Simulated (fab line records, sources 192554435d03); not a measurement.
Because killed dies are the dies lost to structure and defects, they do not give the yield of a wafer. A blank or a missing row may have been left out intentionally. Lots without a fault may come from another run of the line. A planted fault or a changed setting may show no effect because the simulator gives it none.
fab line records	flow n5Finfet
[record] lots = 6	wafers = 17	lastDay = 17
route steps=1938 shown BEOL_M4@1106 BEOL_M5@1112 PASSIVATION@1936
lots untouched by any fault: they come from a run of this same line in which no faults occurred
startH: the number of hours between the record's first day and the start of the first shown wafer of the lot	waitH: hours elapsed since this lot's preceding step	" as in the row above	L1.1+2: a single row standing in for several wafers	- no value present, or no start provided	* or withheld: withheld	< > ~ a bound
route shown NAME@n: a module of which the file shows steps, and the number in the route of the first	usual: mean and standard deviation over wafers with no fault	same: alike in all rows	chamber/n: place in a boat	sites: the reading at each site	_std_site: standard deviation across them	_edge_site: outer sites' mean less inner sites'	radiusMm: how far each site lies from the wafer's centre	mask NAME#n: copy n	behind: the most recent tool/chamber to have shaped the wafer	hold: the reason the lot was held/the length of the hold in hours/how it ended	device: names the non-switching transistor (n, p or np)	end of line: at the end of the route, the tests of the same wafers	a step given without rows: its recipe and nothing more	killed: not the wafer's yield, but the dies lost to structure and defects at the first sort	map: the dies of a wafer, with x for killed, . for not killed, _ for no die there
set.NAME: the setting that was run; set.NAME@STEP: the one run at that earlier step	model.NAME: the simulator's own value behind a step, which no gauge read
lots at selected steps of the route; one table per step, one row per wafer
services: a tool's chamber out of use, with start hour (startH, from the record's first day; less than 0 if before it), hours out, and reason
[[steps]]
[step N5_BEOL_M4_CO_CAP_55]
[recipe] material = Co	targetThkA = 20	tempC = 200	precursor = CCTBA/H2	pressureTorr = 30	timeS = 102.1
[usual] heaterPowerW = 233/15
lot.wafer	tool	chamber	startH	waitH	heaterPowerW
L299.4	cvdCo-02	2	169.19	0.0	242
L299.5	"	1	"	"	225
L299.6	"	0	"	"	228
L305.1	cvdCo-01	1	207.22	0.0	251
L305.4	"	1	"	"	246
L305.5	"	2	"	"	247
L306.2	cvdCo-01	2	207.54	0.0	249
L306.6	"	0	"	"	212
L309.2	cvdCo-01	0	240.22	0.0	212
L309.3	"	2	"	"	243
L309.4	"	1	"	"	238
L320.3	cvdCo-01	2	302.17	0.0	253
L320.5	"	2	"	"	258
L320.6	"	1	"	"	248
L322.3	cvdCo-02	1	305.90	0.0	220
L322.4	"	2	"	"	245
L322.5	"	0	"	"	227
[step N5_BEOL_M4_PRE_CLEAN_56]
[recipe] gas = NH3	timeS = 15	tempC = withheld	rfPowerW = 300
[step N5_BEOL_M4_DEP_57]
[recipe] material = SiCN	targetThkA = 80	tempC = withheld	precursor = 3MS/NH3	pressureTorr = 3	rfW = 202	timeS = 14
[step N5_BEOL_M4_RS_MEAS_58]
[recipe] thkMeasGauge = four-point-probe	reads = Co_of_BEOL_M4_CO_CAP_55+Cu_of_BEOL_M4_ECD_50+Co_of_BEOL_M4_CVD_47+TaN_of_BEOL_M4_ALD_84
[usual] M4_RS = 0.673/0.027
lot.wafer	tool	chamber	startH	waitH	M4_RS[ohm/sq]
L299.4	filmMetro-02	-	169.37	0.1	0.715
L299.5	"	-	"	"	0.710
L299.6	"	-	"	"	0.665
L305.1	filmMetro-01	-	207.41	0.0	0.646
L305.4	"	-	"	"	0.677
L305.5	"	-	"	"	0.686
L306.2	filmMetro-01	-	207.72	0.1	0.670
L306.6	"	-	"	"	0.684
L309.2	filmMetro-02	-	240.40	0.1	0.666
L309.3	"	-	"	"	0.667
L309.4	"	-	"	"	0.692
L320.3	filmMetro-01	-	302.35	0.1	0.709
L320.5	"	-	"	"	0.725
L320.6	"	-	"	"	0.619
L322.3	filmMetro-01	-	306.08	0.1	0.681
L322.4	"	-	"	"	0.655
L322.5	"	-	"	"	0.661
[step N5_BEOL_M4_INSPECT_59]
[recipe] inspectInstrument = darkfield	mode = postDep
[usual] rawDefectCount = 69/22
lot.wafer	tool	chamber	startH	waitH	rawDefectCount
L299.4	defectInspect-01	-	169.39	0.0	50
L299.5	"	-	"	"	51
L299.6	"	-	"	"	54
L305.1	defectInspect-01	-	207.43	0.0	60
L305.4	"	-	"	"	61
L305.5	"	-	"	"	66
L306.2	defectInspect-02	-	207.75	0.0	69
L306.6	"	-	"	"	91
L309.2	defectInspect-02	-	240.43	0.0	87
L309.3	"	-	"	"	45
L309.4	"	-	"	"	43
L320.3	defectInspect-02	-	302.38	0.0	67
L320.5	"	-	"	"	54
L320.6	"	-	"	"	54
L322.3	defectInspect-01	-	306.11	0.0	62
L322.4	"	-	"	"	56
L322.5	"	-	"	"	78
[step N5_BEOL_M4_RC_MEAS_101]
[usual] DIBL_N = 35.8/1.6	DIBL_P = 36.0/2.1	IOFF_N = 0.153/0.026	IOFF_P = 0.21/0.037	ION_N = 673/11	ION_P = 462/7.6	SS_N = 71.4/0.53	SS_P = 73.2/0.67	VT_N = 250/3.2	VT_P = -250/3.7
lot.wafer	tool	chamber	startH	waitH	DIBL_N[mV/V]	DIBL_P[mV/V]	IOFF_N[nA/um]	IOFF_P[nA/um]	ION_N[uA/um]	ION_P[uA/um]	SS_N[mV/dec]	SS_P[mV/dec]	VT_N[mV]	VT_P[mV]
L299.4	prober-02	0	169.88	0.5	33.7	34.6	0.130	0.19	675	469	70.5	72.6	251	-250
L299.5	"	0	"	"	36.0	37.8	0.163	0.24	694	477	71.3	72.8	247	-248
L299.6	"	0	"	"	32.9	33.0	0.114	0.16	670	460	70.0	72.0	252	-254
L305.1	prober-02	0	207.46	0.0	35.2	36.6	0.155	0.22	661	463	72.0	73.8	248	-248
L305.4	"	0	"	"	36.7	37.0	0.168	0.22	670	460	71.9	73.7	251	-250
L305.5	"	0	"	"	36.3	36.8	0.162	0.21	678	459	72.0	73.6	253	-249
L306.2	prober-01	0	207.93	0.2	34.9	34.4	0.124	0.17	665	462	70.3	73.4	255	-252
L306.6	"	0	"	"	35.6	35.2	0.147	0.18	670	456	71.3	72.8	251	-253
L309.2	prober-01	0	240.61	0.2	34.7	35.3	0.138	0.22	673	471	70.8	72.0	252	-246
L309.3	"	0	"	"	35.5	35.8	0.159	0.22	675	465	71.5	72.9	251	-246
L309.4	"	0	"	"	36.4	37.6	0.197	0.28	687	475	71.4	73.7	246	-243
L320.3	prober-02	0	302.71	0.3	39.4	39.4	0.192	0.24	675	463	71.8	73.6	248	-246
L320.5	"	0	"	"	39.6	40.7	0.196	0.26	671	462	71.4	74.8	247	-247
L320.6	"	0	"	"	37.3	38.1	0.157	0.22	669	465	70.8	73.8	252	-250
L322.3	prober-01	0	306.44	0.3	36.8	34.1	0.152	0.18	670	456	71.5	73.1	252	-255
L322.4	"	0	"	"	36.2	35.0	0.149	0.20	674	455	71.8	73.4	251	-254
L322.5	"	0	"	"	35.1	33.0	0.130	0.17	664	455	71.4	73.3	253	-254
[step N5_BEOL_M5_ILD_DEP_00]
[recipe] material = SiCOH_lowk	targetThkA = 1406.4	tempC = 300	precursor = DEMS/porogen	pressureTorr = 5	rfW = 500	timeS = 25.9
[usual] heaterPowerW = 302/44	showerheadPlenumPTorr = 5.743/0.019	throttleValvePct = 13.9/0.73
lot.wafer	tool	chamber	startH	waitH	heaterPowerW	showerheadPlenumPTorr	throttleValvePct
L299.4	pecvd-03	0	170.40	0.4	333	5.768	13.9
L299.5	"	1	"	"	315	5.762	14.8
L299.6	"	2	"	"	328	5.749	13.9
L305.1	pecvd-03	0	208.42	0.8	335	5.757	14.5
L305.4	"	0	"	"	345	5.787	14.0
L305.5	"	0	"	"	342	5.762	14.3
L306.2	pecvd-04	2	208.75	0.7	376	5.734	12.7
L306.6	"	0	"	"	261	5.713	14.6
L309.2	pecvd-04	0	241.42	0.7	240	5.726	14.6
L309.3	"	2	"	"	391	5.735	12.9
L309.4	"	0	"	"	246	5.731	14.6
L320.3	pecvd-01	1	303.37	0.5	301	5.767	13.3
L320.5	"	2	"	"	269	5.725	12.7
L320.6	"	0	"	"	253	5.724	15.0
L322.3	pecvd-01	2	307.10	0.5	239	5.739	12.9
L322.4	"	2	"	"	241	5.728	12.6
L322.5	"	0	"	"	246	5.730	14.8
[step N5_BEOL_M5_CURE_79]
[recipe] tempC = 385	timeS = 240	ambient = He/Ar	material = SiCOH_lowk
[usual] lampPowerPct = 52.32/0.05	wafer_temp_C_max = 387.0/0.65
lot.wafer	tool	chamber	startH	waitH	lampPowerPct	wafer_temp_C_max
L299.4	uvCure-01	0	170.68	0.3	52.34	386.7
L299.5	"	0	"	"	52.30	385.9
L299.6	"	0	"	"	52.26	386.4
L305.1	uvCure-03	1	208.50	0.1	52.26	386.9
L305.4	"	1	"	"	52.33	386.4
L305.5	"	1	"	"	52.25	386.3
L306.2	uvCure-02	0	208.89	0.1	52.28	386.9
L306.6	"	0	"	"	52.29	386.8
L309.2	uvCure-02	2	241.58	0.1	52.32	386.6
L309.3	"	2	"	"	52.35	386.7
L309.4	"	2	"	"	52.40	386.1
L320.3	uvCure-01	2	303.59	0.2	52.32	386.4
L320.5	"	2	"	"	52.24	386.6
L320.6	"	2	"	"	52.33	387.5
L322.3	uvCure-03	1	307.32	0.2	52.35	386.5
L322.4	"	1	"	"	52.35	386.8
L322.5	"	1	"	"	52.44	386.3
[step N5_BEOL_M5_THK_MEAS_01]
[recipe] reads = SiCOH_lowk_of_BEOL_M5_ILD_DEP_00
[usual] M5_ILD_THK = 120.9/1.7
lot.wafer	tool	chamber	startH	waitH	M5_ILD_THK[nm]
L299.4	filmMetro-01	-	170.95	0.2	124.2
L299.5	"	-	"	"	123.2
L299.6	"	-	"	"	122.2
L305.1	filmMetro-01	-	209.01	0.4	118.6
L305.4	"	-	"	"	120.5
L305.5	"	-	"	"	119.7
L306.2	filmMetro-02	-	209.32	0.4	119.5
L306.6	"	-	"	"	120.7
L309.2	filmMetro-02	-	242.01	0.4	117.3
L309.3	"	-	"	"	120.1
L309.4	"	-	"	"	121.1
L320.3	filmMetro-01	-	303.94	0.3	120.9
L320.5	"	-	"	"	121.6
L320.6	"	-	"	"	120.9
L322.3	filmMetro-02	-	307.67	0.3	119.3
L322.4	"	-	"	"	120.2
L322.5	"	-	"	"	120.7
[step N5_BEOL_M5_PECVD_70]
[recipe] material = SiO2	targetThkA = 160	tempC = 400	precursor = TEOS/O2	pressureTorr = 5.5	rfW = 450	teosFlowSccm = 53.8	gas = O2	flowSccm = 3000	timeS = 18
[usual] heaterPowerW = 699/68	showerheadPlenumPTorr = 8.81/0.072	throttleValvePct = 22.3/1.2
lot.wafer	tool	chamber	startH	waitH	heaterPowerW	showerheadPlenumPTorr	throttleValvePct
L299.4	pecvd-01	0	171.01	0.1	664	8.76	23.4
L299.5	"	2	"	"	603	8.75	20.7
L299.6	"	1	"	"	780	8.86	22.0
L305.1	pecvd-03	0	209.05	0.0	716	8.88	23.1
L305.4	"	1	"	"	648	8.92	24.0
L305.5	"	0	"	"	708	8.91	23.0
L306.2	pecvd-03	1	209.36	0.0	702	8.91	23.9
L306.6	"	1	"	"	718	8.91	24.0
L309.2	pecvd-01	0	242.05	0.0	683	8.76	23.6
L309.3	"	2	"	"	607	8.74	20.5
L309.4	"	2	"	"	606	8.75	20.2
L320.3	pecvd-04	2	303.98	0.0	743	8.75	21.0
L320.5	"	2	"	"	742	8.74	21.4
L320.6	"	0	"	"	631	8.72	23.8
L322.3	pecvd-04	0	307.71	0.0	649	8.74	23.6
L322.4	"	2	"	"	736	8.77	21.2
L322.5	"	0	"	"	636	8.73	23.5
[step N5_BEOL_M5_HM_DEP_02]
[recipe] material = TiN	targetThkA = 200	tempC = 25	chamberPressurePa = 0.49996
[usual] throttleValvePct = 29.9/1.3
lot.wafer	tool	chamber	startH	waitH	throttleValvePct
L299.4	pvdSputter-01	-	171.70	0.7	31.5
L299.5	"	-	"	"	30.4
L299.6	"	-	"	"	31.7
L305.1	pvdSputter-03	-	210.48	1.4	28.4
L305.4	"	-	"	"	28.9
L305.5	"	-	"	"	28.9
L306.2	pvdSputter-02	-	210.50	1.1	30.7
L306.6	"	-	"	"	30.9
L309.2	pvdSputter-01	-	243.81	1.7	31.6
L309.3	"	-	"	"	27.6
L309.4	"	-	"	"	29.1
L320.3	pvdSputter-01	-	305.10	1.1	29.3
L320.5	"	-	"	"	28.0
L320.6	"	-	"	"	30.2
L322.3	pvdSputter-01	-	308.61	0.9	28.8
L322.4	"	-	"	"	30.3
L322.5	"	-	"	"	30.4
[step N5_BEOL_M5_COAT_59]
[recipe] resist = SOC	tempC = 250	timeS = 60	spinRpm = 1500	resistThkNm = 60
[step N5_BEOL_M5_COAT_60]
[recipe] resist = SiARC	tempC = 220	timeS = 60	spinRpm = 1500	resistThkNm = 12
[usual] chillPlateTempC = 23.00/0.11	runLengthS = 66.22/0.15
lot.wafer	tool	chamber	startH	waitH	chillPlateTempC	runLengthS
L299.4	lithoTrack-05	0	171.83	-	22.83	66.17
L299.5	"	0	"	"	22.93	66.47
L299.6	"	0	"	"	22.78	66.60
L305.1	lithoTrack-02	0	210.61	-	23.06	66.14
L305.4	"	0	"	"	22.96	66.05
L305.5	"	0	"	"	23.29	66.08
L306.2	lithoTrack-02	0	210.63	-	23.06	66.08
L306.6	"	0	"	"	23.11	73.48
L309.2	lithoTrack-02	0	243.94	-	22.96	66.16
L309.3	"	0	"	"	22.92	73.36
L309.4	"	0	"	"	23.04	66.02
L320.3	lithoTrack-03	0	305.23	-	23.07	66.32
L320.5	"	0	"	"	23.00	66.21
L320.6	"	0	"	"	23.09	66.19
L322.3	lithoTrack-03	0	308.74	-	23.02	66.44
L322.4	"	0	"	"	22.94	66.27
L322.5	"	0	"	"	23.20	66.41
[step N5_BEOL_M5_COAT_71]
[recipe] resist = underlayer	tempC = 205	timeS = 60	spinRpm = 1500	resistThkNm = 5
[step N5_PASSIVATION_PROBE_49]
[usual] defectLimitedYield = 91.3/1.5	killed_at_M0_to_M3 = 33/12	killed_at_M4_up = 13/5.2	killedAtContacts = 13/6.7	killedAtFrontEnd = 40/11	killedAtOther = 4.1/2.7	killedDies = 103/17	killedOpen = 69/13	killedShort = 33/8.4	sort_bin_5_function = 5.1/1	sort_bin_6_memory = 3.2/0.62	sortNPass = 1077/17	sortYieldPct = 91.3/1.5
[same] grossDies = 1180	killedAtBackSide = 0	sort_bin_4_leakage[%] = 0	sort_bin_8_speed[%] = 0
lot.wafer	tool	chamber	startH	waitH	defectLimitedYield[%]	killed_at_M0_to_M3	killed_at_M4_up	killedAtContacts	killedAtFrontEnd	killedAtOther	killedDies	killedOpen	killedShort	sort_bin_5_function[%]	sort_bin_6_memory[%]	sortNPass	sortYieldPct[%]
L305.1	prober-02	-	315.20	0.0	92.6	33	10	4	34	6	87	57	29	4.6	2.7	1093	92.6
L305.4	prober-02	-	315.35	0.2	92.6	30	8	12	28	9	87	57	27	4.9	2.2	1093	92.6
L305.5	prober-02	-	315.40	0.2	89.6	45	12	9	53	4	123	82	40	5.6	4.5	1057	89.6
// killed by level:class
L305.1 BEOL_M0_SAQP:geometricParticle:open=8 FIN_SAQP:geometricParticle:short=7 DUMMY_GATE:geometricParticle:open=7 BEOL_M1:geometricParticle:open=7 STI_FIN_REVEAL:geometricParticle:open=6 BEOL_M2:geometricParticle:open=6 FIN_SAQP:geometricParticle:open=5 BEOL_M0_SAQP:geometricParticle:short=4
L305.4 MOL_CONTACT_COAG:geometricParticle:open=10 BEOL_M0_SAQP:geometricParticle:open=8 BEOL_M1:geometricParticle:open=7 FIN_SAQP:geometricParticle:open=6 BEOL_M0_SAQP:geometricParticle:short=6 GATE_CUT:geometricParticle:short=5 FIN_SAQP:geometricParticle:short=4 DUMMY_GATE:geometricParticle:open=4
L305.5 BEOL_M0_SAQP:geometricParticle:short=14 BEOL_M0_SAQP:geometricParticle:open=11 FIN_SAQP:geometricParticle:open=10 BEOL_M1:geometricParticle:open=10 FIN_SAQP:geometricParticle:short=8 STI_FIN_REVEAL:geometricParticle:open=8 MOL_CONTACT_COAG:geometricParticle:open=8 DUMMY_GATE:geometricParticle:open=7
[[services]]
tool	chamber	startH	hours	kind
uvCure-02	-	178.60	20.2	repair
uvCure-03	-	185.94	1.0	pm
pecvd-01	2	194.03	10.1	repair
pecvd-01	-	196.98	0.2	repair
pecvd-03	2	202.38	-	clean
pecvd-03	2	202.38	-	consumableReplace:showerhead
pecvd-03	2	202.38	29.0	scheduledDown
pecvd-03	2	202.38	29.0	ventCycle
cvdCo-02	-	209.75	6.0	pm
uvCure-03	-	219.58	1.7	repair
uvCure-02	-	220.53	7.5	pm
uvCure-01	-	230.22	6.0	pm
pecvd-01	2	247.92	5.4	repair
cvdCo-02	-	258.29	2.3	repair
uvCure-02	-	264.74	2.1	pm
pecvd-03	0	275.91	7.4	repair
cvdCo-02	-	276.57	2.8	pm
pecvd-01	0	278.24	12.8	repair
pecvd-04	-	278.25	1.6	repair
pvdSputter-03	-	279.46	4.2	repair
pecvd-03	1	301.75	6.2	repair
uvCure-02	-	303.70	6.0	pm
cvdCo-02	1	306.79	15.7	repair
pecvd-01	2	308.71	5.5	scheduledDown
[[key]]
[firstSign] step = N5_BEOL_M5_COAT_60	reading = runLengthS	direction = up	sigmas = 49	usual = *	struck = *
effect none on later readings
metAt N5_BEOL_M5_COAT_60
struckWafers L306.6,L309.3
onsetBetween 210.61 210.63
[fault] kind = processParameterDrift	tool = lithoTrack-02	chamber = -	onsetH = 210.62	steps = N5_BEOL_M5_COAT_60	channel = timeS	offset = *	shape = step	endH = 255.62	scope = struckWafersOnly	actsIn = *	stated = *
